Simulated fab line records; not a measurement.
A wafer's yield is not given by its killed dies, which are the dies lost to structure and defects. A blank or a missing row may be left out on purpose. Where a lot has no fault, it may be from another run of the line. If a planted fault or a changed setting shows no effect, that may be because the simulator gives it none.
fab line records	flow n5_finfet
record: lots: 9	wafers: 26	last_day: 19
route steps=1938 shown WELL_APT@29 PMOS_HMC_CHANNEL_EPI@73 BEOL_M4@1111 PASSIVATION@1936
lots that met no fault: taken from a fault-free run of the same line
start_h: the number of hours between the record's first day and the start of the first shown wafer of the lot	wait_h: how many hours have passed since the lot's step before this one	" repeats the value in the row above	L1.1+2: a single row standing in for several wafers	- no value, or no start given	* or withheld: withheld	< > ~ a bound
route shown NAME@n: names a module that has steps shown in the file, with the first one's number in the route	usual: the fault-free wafers' mean and standard deviation	same: alike in all rows	chamber/n: place in a boat	sites: readings site by site	_std_site: their standard deviation	_edge_site: outer sites' mean less inner sites'	radius_mm: for every site, how far away it sits from the centre of the wafer	mask NAME#n: copy n	behind: the tool/chamber that last shaped the wafer	hold: what put the lot on hold/how long, in hours/how the hold closed	device: the n, p or np transistor that did not switch	end of line: tests of these same wafers at the route's end	a step with no rows: only its recipe	killed: dies that structure and defects cost at the first sort, which is not the same as the wafer's yield	map: dies across one wafer; x = killed, . = not, _ = none there
set.NAME: the setting that was run; set.NAME@STEP: the one run at that earlier step	model.NAME: the simulator's own value behind a step, which no gauge read
one table for each step of the route and one row for each wafer, over a sample of lots
services: a tool's chamber out of use, with start hour (start_h, from the record's first day; less than 0 if before it), hours out, and reason
== steps ==
step: N5_WELL_APT_OVL_MEAS_09
recipe: points_per_wafer: 44
usual: NWELL_OVL: -4/4.9
lot.wafer	tool	chamber	start_h	wait_h	NWELL_OVL[nm]
L155.2	overlay-02	0	31.72	0.0	-1
L155.6	"	0	"	"	4
L156.1	overlay-02	0	37.76	0.0	-9
L156.3	"	0	"	"	-2
L156.4	"	0	"	"	0
L158.3	overlay-01	0	49.80	0.0	1
L158.5	"	0	"	"	-5
L158.6	"	0	"	"	-3
L166.3	overlay-01	0	97.62	0.0	-7
L166.5	"	0	"	"	-13
L166.6	"	0	"	"	-1
L169.1	overlay-02	0	115.71	0.0	-10
L169.4	"	0	"	"	-5
L169.6	"	0	"	"	-10
L170.2	overlay-01	0	121.71	0.0	0
L170.3	"	0	"	"	0
L170.6	"	0	"	"	-8
L171.1	overlay-02	0	127.77	0.0	-3
L171.3	"	0	"	"	-11
L171.5	"	0	"	"	-9
L173.1	overlay-01	0	139.86	0.0	-10
L173.4	"	0	"	"	-9
L173.6	"	0	"	"	-5
L174.1	overlay-01	0	145.85	0.0	-6
L174.3	"	0	"	"	-6
L174.4	"	0	"	"	-1
step: N5_WELL_APT_DESCUM_13
recipe: chemistry: O2	time_s: 7.9	source_power_w: 50	bias_power_w: 20	pressure_mtorr: 20	rf_frequency_hz: 2.712e+07	temp_c: 40	o2_flow_sccm: 225
usual: drypump_motor_current_A: 5.7/0.45	o2_flow_sccm: 225.0/0.68	oes_product_au: 0.77/0.084	rf_vpp_V: 243.3/1.1	showerhead_plenum_p_Torr: 2.11/0.044	throttle_valve_pct: 20.50/0.2
same: time_s: 7.9
lot.wafer	tool	chamber	start_h	wait_h	drypump_motor_current_A	o2_flow_sccm	oes_product_au	rf_hours_counter_h	rf_vpp_V	showerhead_plenum_p_Torr	throttle_valve_pct
L155.2	rie_diel-02	1	32.07	0.3	5.0	224.6	0.74	173	242.1	2.09	20.44
L155.6	"	0	"	"	5.2	224.9	0.72	-	242.8	2.17	20.74
L156.1	rie_diel-06	0	37.81	0.0	5.8	225.7	0.68	246	243.0	2.14	20.67
L156.3	"	2	"	"	6.3	225.4	0.75	158	243.9	2.08	20.35
L156.4	"	0	"	"	5.8	224.8	0.68	-	243.5	2.14	20.68
L158.3	rie_diel-05	1	49.98	0.2	5.4	224.6	0.78	132	242.5	2.09	20.56
L158.5	"	2	"	"	5.5	224.9	0.71	-	242.2	2.09	20.44
L158.6	"	0	"	"	6.2	225.4	0.76	-	243.1	2.12	20.75
L166.3	rie_diel-05	1	97.76	0.1	5.4	224.7	0.77	144	243.7	2.09	20.57
L166.5	"	1	"	"	5.4	224.1	0.77	-	243.0	2.09	20.58
L166.6	"	0	"	"	6.2	225.2	0.75	-	243.1	2.12	20.76
L169.1	rie_diel-02	1	115.77	0.0	5.0	224.5	0.72	205	243.5	2.08	20.49
L169.4	"	0	"	"	5.2	224.9	0.71	-	244.6	2.16	20.81
L169.6	"	1	"	"	5.0	225.9	0.72	-	241.6	2.08	20.50
L170.2	rie_diel-06	3	121.89	0.2	5.8	226.1	0.74	157	243.7	2.10	20.56
L170.3	"	1	"	"	5.7	224.7	0.89	22	244.4	2.12	19.98
L170.6	"	0	"	"	5.8	225.1	0.93	-	244.3	2.13	20.36
L171.1	rie_diel-02	0	127.83	0.0	5.2	224.4	0.70	213	244.4	2.16	20.80
L171.3	"	2	"	"	5.8	224.3	0.89	27	243.8	2.14	20.33
L171.5	"	1	"	"	5.0	225.3	0.71	-	242.1	2.08	20.49
L173.1	rie_diel-06	3	139.92	0.0	5.8	224.7	0.74	164	242.4	2.10	20.58
L173.4	"	1	"	"	5.7	225.8	0.88	28	245.2	2.11	19.97
L173.6	"	2	"	"	6.3	224.0	0.72	-	241.6	2.07	20.41
L174.1	rie_diel-06	3	145.91	0.0	5.8	225.5	0.73	165	244.2	2.10	20.56
L174.3	"	0	"	"	5.8	225.1	0.91	24	243.4	2.13	20.37
L174.4	"	1	"	"	5.8	224.4	0.88	30	244.6	2.11	19.97
step: N5_WELL_APT_STRIP_16
recipe: chemistry: SPM	time_s: 900	temp_c: 130	h2so4_h2o2_vol_ratio: 4	dry: ipa_marangoni
same: time_s: 900
lot.wafer	tool	chamber	start_h	wait_h
L155.2+6	wet_bench-06	6,4	32.55	0.1
L156.1+3+4	wet_bench-06	6,2,1	38.30	0.2
L158.3+5+6	wet_bench-06	6,5,4	50.47	0.1
L166.3+5+6	wet_bench-05	1,3,4	98.25	0.1
L169.1+4+6	wet_bench-06	5,4,3	116.25	0.2
L170.2+3+6	wet_bench-05	3,1,2	122.38	0.1
L171.1+3+5	wet_bench-06	7,5,2	128.31	0.2
L173.1+4+6	wet_bench-03	1,6,3	140.41	0.2
L174.1+3+4	wet_bench-05	2,5,7	146.40	0.2
step: N5_WELL_APT_INSPECT_27
recipe: mode: adi	inspect_instrument: macro
usual: raw_defect_count: 2.2/1.3
lot.wafer	tool	chamber	start_h	wait_h	raw_defect_count
L155.2	defect_inspect-01	-	33.28	0.0	0
L155.6	"	-	"	"	2
L156.1	defect_inspect-01	-	39.05	0.0	>300
L156.3	"	-	"	"	5
L156.4	"	-	"	"	2
L158.3	defect_inspect-01	-	51.07	0.0	>300
L158.5	"	-	"	"	1
L158.6	"	-	"	"	0
L166.3	defect_inspect-02	-	99.00	0.0	2
L166.5	"	-	"	"	1
L166.6	"	-	"	"	0
L169.1	defect_inspect-01	-	116.98	0.0	1
L169.4	"	-	"	"	2
L169.6	"	-	"	"	2
L170.2	defect_inspect-02	-	123.00	0.0	2
L170.3	"	-	"	"	2
L170.6	"	-	"	"	3
L171.1	defect_inspect-02	-	128.91	0.0	2
L171.3	"	-	"	"	2
L171.5	"	-	"	"	1
L173.1	defect_inspect-01	-	141.01	0.0	2
L173.4	"	-	"	"	1
L173.6	"	-	"	"	4
L174.1	defect_inspect-01	-	147.00	0.0	4
L174.3	"	-	"	"	3
L174.4	"	-	"	"	1
step: N5_WELL_APT_INSPECT_38
recipe: inspect_instrument: darkfield	mode: post_epi
usual: raw_defect_count: 13/5
lot.wafer	tool	chamber	start_h	wait_h	raw_defect_count
L155.2	defect_inspect-02	-	36.22	0.6	21
L155.6	"	-	"	"	9
L156.1	defect_inspect-01	-	40.73	0.5	1031
L156.3	"	-	"	"	20
L156.4	"	-	"	"	6
L158.3	defect_inspect-02	-	52.75	0.3	1041
L158.5	"	-	"	"	12
L158.6	"	-	"	"	11
L166.3	defect_inspect-01	-	100.68	0.3	23
L166.5	"	-	"	"	16
L166.6	"	-	"	"	18
L169.1	defect_inspect-02	-	119.01	0.7	6
L169.4	"	-	"	"	16
L169.6	"	-	"	"	11
L170.2	defect_inspect-01	-	125.51	0.6	14
L170.3	"	-	"	"	9
L170.6	"	-	"	"	20
L171.1	defect_inspect-02	-	130.79	0.7	11
L171.3	"	-	"	"	17
L171.5	"	-	"	"	10
L173.1	defect_inspect-02	-	142.68	0.5	3
L173.4	"	-	"	"	11
L173.6	"	-	"	"	13
L174.1	defect_inspect-02	-	148.68	0.5	24
L174.3	"	-	"	"	12
L174.4	"	-	"	"	14
step: N5_PMOS_HMC_CHANNEL_EPI_ETCH_38
recipe: chemistry: CF4	target: SiO2	target_depth_a: 15	ion_energy_ev: 350	pressure_mtorr: 10	icp_w: 800	bias_w: 400	cf4_flow_sccm: 80
usual: drypump_motor_current_A: 5.8/0.51	oes_product_au: 0.994/0.014	throttle_valve_pct: 21.78/0.17
lot.wafer	tool	chamber	start_h	wait_h	drypump_motor_current_A	oes_product_au	rf_hours_counter_h	throttle_valve_pct
L155.2	rie_si-06	1	37.27	0.0	6.0	0.998	143	21.65
L155.6	"	2	"	"	5.7	1.001	-	21.66
L156.1	rie_si-03	0	42.09	0.0	5.0	0.973	49	21.99
L156.3	"	2	"	"	5.6	0.996	8	21.61
L156.4	"	3	"	"	6.2	1.001	37	22.02
L158.3	rie_si-03	1	53.85	0.0	6.4	0.984	0	21.68
L158.5	"	2	"	"	5.6	0.994	-	21.61
L158.6	"	1	"	"	6.4	0.985	-	21.69
L166.3	rie_si-06	1	101.64	0.0	6.0	0.999	144	21.65
L166.5	"	1	"	"	6.0	1.006	-	21.63
L166.6	"	0	"	"	5.0	1.022	-	21.76
L169.1	rie_si-03	0	119.88	0.0	5.0	0.980	51	21.99
L169.4	"	1	"	"	6.4	0.974	1	21.67
L169.6	"	1	"	"	6.4	0.988	-	21.69
L170.2	rie_si-03	3	126.51	0.0	6.2	1.010	39	22.03
L170.3	"	0	"	"	5.1	0.978	51	21.99
L170.6	"	3	"	"	6.2	0.997	-	22.04
L171.1	rie_si-03	3	131.63	0.0	6.2	1.011	39	22.04
L171.3	"	0	"	"	5.0	0.978	51	22.00
L171.5	"	2	"	"	5.6	0.987	-	21.61
L173.1	rie_si-03	1	143.52	0.0	6.4	0.982	2	21.68
L173.4	"	3	"	"	6.2	1.015	39	22.04
L173.6	"	0	"	"	5.0	0.978	-	21.99
L174.1	rie_si-03	3	149.65	0.0	6.2	1.002	39	22.04
L174.3	"	0	"	"	5.0	0.976	51	22.00
L174.4	"	1	"	"	6.4	0.982	2	21.68
step: N5_BEOL_M4_RC_MEAS_101
usual: DIBL_N: 36.0/1.6	DIBL_P: 35.8/2	IOFF_N: 0.152/0.03	IOFF_P: 0.20/0.031	ION_N: 670/12	ION_P: 459/7.4	SS_N: 71.5/0.56	SS_P: 73.2/0.64	VT_N: 251/3.5	VT_P: -252/3.3
lot.wafer	tool	chamber	start_h	wait_h	DIBL_N[mV/V]	DIBL_P[mV/V]	IOFF_N[nA/um]	IOFF_P[nA/um]	ION_N[uA/um]	ION_P[uA/um]	SS_N[mV/dec]	SS_P[mV/dec]	VT_N[mV]	VT_P[mV]
L155.2	prober-01	0	214.81	0.2	36.7	37.3	0.176	0.21	670	452	71.8	73.2	251	-251
L155.6	"	0	"	"	35.8	35.5	0.165	0.19	667	456	71.8	73.5	247	-254
L156.1	prober-01	0	219.21	0.0	37.4	36.7	0.151	0.20	674	461	71.8	73.6	253	-252
L156.3	"	0	"	"	35.9	35.6	0.125	0.18	656	455	71.3	73.2	255	-250
L156.4	"	0	"	"	37.2	37.0	0.155	0.20	680	463	72.1	73.6	250	-253
L158.3	prober-02	0	239.15	0.3	37.7	38.8	0.193	0.23	682	463	72.0	74.0	248	-253
L158.5	"	0	"	"	36.8	37.0	0.170	0.20	665	449	71.2	73.4	247	-253
L158.6	"	0	"	"	34.7	35.1	0.134	0.18	667	457	71.4	73.4	253	-252
L166.3	prober-01	0	285.29	0.3	34.8	36.5	0.157	0.21	672	461	71.3	72.7	249	-250
L166.5	"	0	"	"	37.0	39.1	0.203	0.26	695	470	71.8	73.6	245	-246
L166.6	"	0	"	"	37.5	39.4	0.224	0.26	686	466	72.0	73.6	243	-248
L169.1	prober-02	0	291.84	0.0	36.2	34.5	0.148	0.18	684	464	71.2	72.7	248	-255
L169.4	"	0	"	"	37.3	34.6	0.146	0.17	674	447	71.6	72.7	254	-255
L169.6	"	0	"	"	34.6	32.2	0.120	0.16	660	449	70.6	72.4	253	-256
L170.2	prober-02	0	294.19	0.2	35.6	35.8	0.151	0.20	687	469	71.3	73.7	250	-250
L170.3	"	0	"	"	35.3	35.7	0.146	0.20	674	461	70.9	73.4	248	-251
L170.6	"	0	"	"	36.1	35.7	0.150	0.20	673	459	71.2	72.6	249	-249
L173.1	prober-02	0	315.94	0.0	35.4	35.1	0.126	0.16	651	441	71.2	72.9	253	-254
L173.4	"	0	"	"	35.7	37.0	0.139	0.18	671	461	71.3	73.1	253	-252
L173.6	"	0	"	"	38.8	40.0	0.190	0.23	671	449	72.2	74.8	247	-251
L171.1	prober-02	0	317.40	0.0	35.8	34.9	0.155	0.19	680	462	71.8	72.8	249	-252
L171.3	"	0	"	"	33.6	31.3	0.109	0.14	653	449	71.5	73.0	257	-256
L171.5	"	0	"	"	34.9	33.4	0.135	0.17	674	463	71.9	72.8	250	-253
L174.1	prober-01	0	342.77	0.0	35.3	36.1	0.156	0.23	681	467	71.0	73.7	248	-249
L174.3	"	0	"	"	35.7	36.1	0.171	0.22	677	468	71.2	74.0	249	-250
L174.4	"	0	"	"	37.0	37.1	0.177	0.23	676	465	71.9	74.4	251	-250
step: N5_PASSIVATION_PROBE_49
usual: defect_limited_yield: 91.6/1.4	killed_at_M0_to_M3: 33/10	killed_at_M4_up: 13/5.3	killed_at_contacts: 13/5.9	killed_at_front_end: 36/12	killed_at_other: 4/3.1	killed_dies: 99/16	killed_open: 65/13	killed_short: 32/7.3	sort_bin_5_function: 4.9/0.9	sort_bin_6_memory: 3.1/0.66	sort_n_pass: 1081/17	sort_yield_pct: 91.6/1.4
same: gross_dies: 1180	killed_at_back_side: 0	sort_bin_4_leakage[%]: 0	sort_bin_8_speed[%]: 0
lot.wafer	tool	chamber	start_h	wait_h	defect_limited_yield[%]	killed_at_M0_to_M3	killed_at_M4_up	killed_at_contacts	killed_at_front_end	killed_at_other	killed_dies	killed_open	killed_short	sort_bin_5_function[%]	sort_bin_6_memory[%]	sort_n_pass	sort_yield_pct[%]
L156.1	prober-01	-	331.51	0.0	78.0	20	16	15	203	6	260	76	49	14.1	4.7	920	78.0
L156.3	prober-01	-	331.61	0.1	88.1	33	8	28	56	15	140	99	39	6.9	4.5	1040	88.1
L156.4	prober-01	-	331.66	0.2	90.6	21	21	19	48	2	111	75	34	5.3	3.7	1069	90.6
L158.3	prober-02	-	335.26	0.1	79.7	35	11	14	178	1	239	68	27	12.3	5.2	941	79.7
L158.5	prober-02	-	335.36	0.2	91.5	32	10	19	37	2	100	73	27	5.2	2.7	1080	91.5
L158.6	prober-02	-	335.41	0.3	92.5	30	8	15	33	3	89	65	22	4.1	3.3	1091	92.5
L166.3	prober-01	-	398.02	0.1	92.6	13	9	18	45	2	87	49	37	4.6	2.5	1093	92.6
L166.5	prober-01	-	398.12	0.2	92.5	22	13	17	34	3	89	63	24	4.2	3.1	1091	92.5
L166.6	prober-01	-	398.17	0.3	91.6	22	12	21	40	4	99	52	45	4.5	3.4	1081	91.6
L170.2	prober-01	-	404.33	0.1	93.4	18	13	11	28	8	78	50	25	3.7	2.7	1102	93.4
L170.3	prober-01	-	404.38	0.1	92.6	22	16	13	31	5	87	56	27	4.5	2.4	1093	92.6
L170.6	prober-01	-	404.53	0.3	91.5	30	18	5	42	5	100	58	35	4.7	3.6	1080	91.5
L171.1	prober-02	-	428.78	0.0	90.0	36	21	13	37	11	118	77	38	5.8	3.6	1062	90.0
L171.3	prober-02	-	428.88	0.1	91.7	23	14	11	48	2	98	62	33	5.3	2.5	1082	91.7
L171.5	prober-02	-	428.98	0.2	91.1	26	16	12	50	1	105	52	51	4.8	3.5	1075	91.1
killed by level:class
L156.1 WELL_APT:unspecified=132 FIN_SAQP:geometric_particle:short=22 FIN_SAQP:geometric_particle:open=14 MOL_CONTACT_COAG:geometric_particle:open=12 BEOL_M4:geometric_particle:open=10 STI_FIN_REVEAL:geometric_particle:open=9 DUMMY_GATE:geometric_particle:open=7 BEOL_M2:geometric_particle:open=5
L156.3 MOL_CONTACT_COAG:geometric_particle:open=20 DUMMY_GATE:geometric_particle:open=18 STI_FIN_REVEAL:geometric_particle:open=12 BEOL_M3:geometric_particle:open=9 MOL_CONTACT_COAG:geometric_particle:short=7 BEOL_M0_SAQP:geometric_particle:open=6 BEOL_M2:geometric_particle:open=5 STI_FIN_REVEAL:geometric_particle:short=4
L156.4 MOL_CONTACT_COAG:geometric_particle:open=13 STI_FIN_REVEAL:geometric_particle:open=12 FIN_SAQP:geometric_particle:open=9 FIN_SAQP:geometric_particle:short=8 MOL_CONTACT_COAG:geometric_particle:short=6 BEOL_M0_SAQP:geometric_particle:open=6 DUMMY_GATE:geometric_particle:open=5 BEOL_M2:geometric_particle:open=5
L158.3 WELL_APT:unspecified=143 MOL_CONTACT_COAG:geometric_particle:open=12 STI_FIN_REVEAL:geometric_particle:open=11 BEOL_M3:geometric_particle:open=7 BEOL_M0_SAQP:geometric_particle:short=6 BEOL_M1:geometric_particle:open=6 BEOL_M2:geometric_particle:open=6 FIN_SAQP:geometric_particle:open=5
L158.5 MOL_CONTACT_COAG:geometric_particle:open=15 BEOL_M0_SAQP:geometric_particle:open=9 BEOL_M2:geometric_particle:open=8 STI_FIN_REVEAL:geometric_particle:open=7 FIN_SAQP:geometric_particle:open=6 BEOL_M0_SAQP:geometric_particle:short=6 DUMMY_GATE:geometric_particle:open=5 FIN_SAQP:geometric_particle:short=4
L158.6 MOL_CONTACT_COAG:geometric_particle:open=12 BEOL_M2:geometric_particle:open=10 BEOL_M1:geometric_particle:open=8 STI_FIN_REVEAL:geometric_particle:open=7 FIN_SAQP:geometric_particle:open=6 GATE_CUT:geometric_particle:short=4 BEOL_M0_SAQP:geometric_particle:open=4 BEOL_M5:geometric_particle:open=4
L166.3 FIN_SAQP:geometric_particle:short=19 MOL_CONTACT_COAG:geometric_particle:open=16 FIN_SAQP:geometric_particle:open=5 DUMMY_GATE:geometric_particle:open=4 GATE_CUT:geometric_particle:short=4 BEOL_M2:geometric_particle:open=4 STI_FIN_REVEAL:geometric_particle:open=3 STARTING-WAFER:geometric_particle:open=3
L166.5 MOL_CONTACT_COAG:geometric_particle:open=15 STI_FIN_REVEAL:geometric_particle:open=7 DUMMY_GATE:geometric_particle:open=7 GATE_CUT:geometric_particle:short=5 BEOL_M0:geometric_particle:open=5 BEOL_M3:geometric_particle:open=5 BEOL_M4:geometric_particle:open=4 BEOL_M5:geometric_particle:open=4
L166.6 FIN_SAQP:geometric_particle:short=19 MOL_CONTACT_COAG:geometric_particle:open=15 BEOL_M0_SAQP:geometric_particle:short=10 FIN_SAQP:geometric_particle:open=9 MOL_CONTACT_COAG:geometric_particle:short=6 BEOL_M5:geometric_particle:open=6 BEOL_M0_SAQP:geometric_particle:open=5 PASS1_CAP:geometric_particle:short=4
L170.2 MOL_CONTACT_COAG:geometric_particle:open=8 GATE_CUT:geometric_particle:short=7 FIN_SAQP:geometric_particle:short=6 MIM_BOT:geometric_particle:open=5 BEOL_M0_SAQP:geometric_particle:short=5 DUMMY_GATE:geometric_particle:open=4 BEOL_M3:geometric_particle:open=4 BEOL_M5:geometric_particle:open=4
L170.3 MOL_CONTACT_COAG:geometric_particle:open=12 GATE_CUT:geometric_particle:open=8 BEOL_M3:geometric_particle:open=7 BEOL_M0_SAQP:geometric_particle:open=6 BEOL_M4:geometric_particle:open=6 BEOL_M4:geometric_particle:short=4 STI_FIN_REVEAL:geometric_particle:open=3 GATE_CUT:geometric_particle:short=3
L170.6 GATE_CUT:geometric_particle:short=9 BEOL_M0_SAQP:geometric_particle:short=7 GATE_CUT:geometric_particle:open=6 BEOL_M0_SAQP:geometric_particle:open=6 BEOL_M5:geometric_particle:open=6 STI_FIN_REVEAL:geometric_particle:open=5 BEOL_M3:geometric_particle:open=5 STARTING-WAFER:geometric_particle:short=4
L171.1 FIN_SAQP:geometric_particle:short=10 MOL_CONTACT_COAG:geometric_particle:open=10 BEOL_M0_SAQP:geometric_particle:open=10 BEOL_M4:geometric_particle:open=8 STI_FIN_REVEAL:geometric_particle:open=6 BEOL_M2:geometric_particle:open=6 BEOL_M0:geometric_particle:open=4 ILD0:geometric_particle:short=4
L171.3 FIN_SAQP:geometric_particle:open=9 FIN_SAQP:geometric_particle:short=8 DUMMY_GATE:geometric_particle:open=8 ILD0:geometric_particle:short=7 BEOL_M4:geometric_particle:open=7 MOL_CONTACT_COAG:geometric_particle:open=6 BEOL_M0_SAQP:geometric_particle:open=6 MOL_CONTACT_COAG:geometric_particle:short=5
L171.5 FIN_SAQP:geometric_particle:short=17 STI_FIN_REVEAL:geometric_particle:open=8 BEOL_M0_SAQP:geometric_particle:short=8 MOL_CONTACT_COAG:geometric_particle:open=7 DUMMY_GATE:geometric_particle:open=6 BEOL_M2:geometric_particle:short=6 BEOL_M4:geometric_particle:open=5 ILD0:geometric_particle:short=4
== services ==
tool	chamber	start_h	hours	kind
rie_si-03	1	13.03	-	clean
rie_si-03	1	13.03	-	consumable_replace:focus_ring
rie_si-03	1	13.03	28.8	scheduled_down
rie_si-03	1	13.03	28.8	vent_cycle
rie_diel-05	3	16.40	6.7	repair
rie_diel-06	3	18.20	6.7	repair
rie_diel-02	2	20.19	-	clean
rie_diel-02	2	20.19	-	consumable_replace:focus_ring
rie_diel-02	2	20.19	21.0	scheduled_down
rie_diel-02	2	20.19	21.0	vent_cycle
rie_diel-06	1	34.43	-	clean
rie_diel-06	1	34.43	-	consumable_replace:focus_ring
rie_diel-06	1	34.43	17.1	scheduled_down
rie_diel-06	1	34.43	17.1	vent_cycle
rie_diel-06	0	51.97	-	clean
rie_diel-06	0	51.97	-	consumable_replace:focus_ring
rie_diel-06	0	51.97	13.6	scheduled_down
rie_diel-06	0	51.97	13.6	vent_cycle
rie_diel-05	-	61.93	2.8	pm
rie_diel-05	3	66.19	7.2	repair
rie_diel-06	0	67.14	4.2	repair
rie_diel-02	2	98.10	16.2	repair
rie_diel-05	3	118.81	5.5	repair
rie_si-06	-	137.66	14.6	pm
== key ==
first_sign: step: N5_WELL_APT_INSPECT_27	reading: raw_defect_count	direction: up	sigmas: 99+	usual: 2.2	struck: >300
effect: step: N5_WELL_APT_INSPECT_38	reading: raw_defect_count	direction: up	sigmas: 99+	usual: 13	struck: 1036
effect: step: N5_PASSIVATION_PROBE_49	reading: killed_at_front_end	direction: up	sigmas: 13	usual: 36	struck: 190
more_kills_born_at: N5_WELL_APT_STRIP_16@wet_bench-06: 275
met_at N5_WELL_APT_STRIP_16
struck_lots L156,L158
struck_wafers L156.1,L158.3
not_acting_at N5_WELL_APT_OVL_MEAS_09,N5_WELL_APT_DESCUM_13,N5_PMOS_HMC_CHANNEL_EPI_ETCH_38
onset_between 32.55 38.30
fault: kind: chamber_particle_source	tool: wet_bench-06	chamber: 6	onset_h: 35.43	steps: N5_WELL_APT_STRIP_16	rate_per_visit_cm2: 1.5216	end_h: 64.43
